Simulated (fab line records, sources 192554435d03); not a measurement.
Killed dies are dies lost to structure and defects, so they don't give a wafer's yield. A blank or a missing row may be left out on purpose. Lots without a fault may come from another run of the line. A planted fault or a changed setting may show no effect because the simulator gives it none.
Which tool did it? | flow n5_finfet | 8 lots, 24 wafers sampled, at 1 step of a route of 1938

WHAT THE GAUGES READ, wafer by wafer
N5_BEOL_M4_RC_MEAS_101. Usual: DIBL_N 36.1 mV/V, standard deviation 1.6; DIBL_P 35.8 mV/V, standard deviation 2.1; IOFF_N 0.16 nA/um, standard deviation 0.031; IOFF_P 0.21 nA/um, standard deviation 0.034; ION_N 673 uA/um, standard deviation 12; ION_P 461 uA/um, standard deviation 7.2; SS_N 71.4 mV/dec, standard deviation 0.59; SS_P 73.3 mV/dec, standard deviation 0.63; VT_N 250 mV, standard deviation 3.1; VT_P -250 mV, standard deviation 3.3.
lot  | measured     | on        | DIBL_N (mV/V)  | DIBL_P (mV/V)  | IOFF_N (nA/um) | IOFF_P (nA/um) | ION_N (uA/um) | ION_P (uA/um) | SS_N (mV/dec)  | SS_P (mV/dec)  | VT_N (mV)   | VT_P (mV)      | flag
L646 | day 9 10:52  | prober-01 | 39.2 37.8 38.8 | 40.4 38.3 38.2 | 0.20 0.17 0.19 | 0.27 0.25 0.24 | 688 676 675   | 470 465 461   | 71.9 71.4 72.3 | 74.5 74.2 73.5 | 246 248 252 | -246 -245 -248 |
L651 | day 10 18:57 | prober-01 | 35.4 35.0 35.7 | 36.1 35.7 36.6 | 0.14 0.14 0.14 | 0.17 0.17 0.18 | 667 676 664   | 452 460 452   | 71.0 71.0 71.4 | 73.5 72.2 73.3 | 253 251 254 | -256 -255 -255 |
L652 | day 11 06:13 | prober-01 | 34.2 34.6 36.7 | 34.8 36.0 36.9 | 0.14 0.15 0.18 | 0.20 0.21 0.21 | 666 688 687   | 463 478 471   | 70.9 71.3 71.7 | 72.3 72.5 73.6 | 250 248 247 | -249 -250 -254 |
L656 | day 11 19:40 | prober-01 | 35.4 33.9 32.9 | 35.8 34.5 33.4 | 0.15 0.13 0.11 | 0.21 0.18 0.17 | 672 656 646   | 465 454 457   | 71.2 70.8 70.6 | 73.1 72.5 72.7 | 249 254 253 | -250 -250 -252 |
L660 | day 12 20:27 | prober-01 | 34.9 34.4 35.2 | 34.4 33.1 34.6 | 0.14 0.12 0.13 | 0.20 0.17 0.20 | 658 654 660   | 457 450 454   | 71.2 70.5 71.1 | 72.8 72.2 73.1 | 252 254 251 | -249 -253 -250 |
L661 | day 13 07:11 | prober-02 | 35.3 37.0 37.0 | 34.9 37.4 35.8 | 0.15 0.18 0.18 | 0.23 0.26 0.23 | 667 670 675   | 470 470 465   | 71.1 71.5 71.3 | 73.2 73.6 73.6 | 253 247 249 | -247 -247 -247 |
L662 | day 13 12:44 | prober-01 | 36.8 38.2 37.3 | 35.8 38.7 36.1 | 0.18 0.21 0.17 | 0.22 0.29 0.23 | 676 685 675   | 465 469 462   | 71.4 72.2 71.9 | 73.6 74.5 73.7 | 247 244 249 | -247 -246 -249 |
L664 | day 13 22:20 | prober-02 | 34.9 35.4 36.7 | 36.0 36.3 38.3 | 0.16 0.17 0.21 | 0.20 0.21 0.24 | 682 674 688   | 463 461 463   | 71.6 71.3 72.0 | 73.4 74.2 73.9 | 248 248 242 | -247 -248 -248 |

WHICH TOOL RAN EACH LOT (tool, then ch and the chambers of the sampled wafers, then the start)
The record holds no process step before these readings.

WHAT THE TOOLS THEMSELVES READ (means of the sampled wafers that have a number; where no wafer has one, the mark that the record gives instead)
The record holds no such reading with a usual standard deviation.

THE ANSWER, worked out from the rows above alone
Rule: a lot is off if the mean of its wafers that have a number lies more than 3 standard deviations from the usual mean. A lot without any number at a reading at which 4 lots or more have one is off too. The other lots that the step has rows for count as sound. The gauges are gone through in route order, then the tools' own readings, and for those a lot's mean is taken as printed above. The first step at which some lot is off is used, and at that step the reading that is off furthest; a lot without a number counts as furthest.
No lot is off at any reading shown: from this, nothing can be told.

WHAT THE SIMULATOR HAD PUT IN
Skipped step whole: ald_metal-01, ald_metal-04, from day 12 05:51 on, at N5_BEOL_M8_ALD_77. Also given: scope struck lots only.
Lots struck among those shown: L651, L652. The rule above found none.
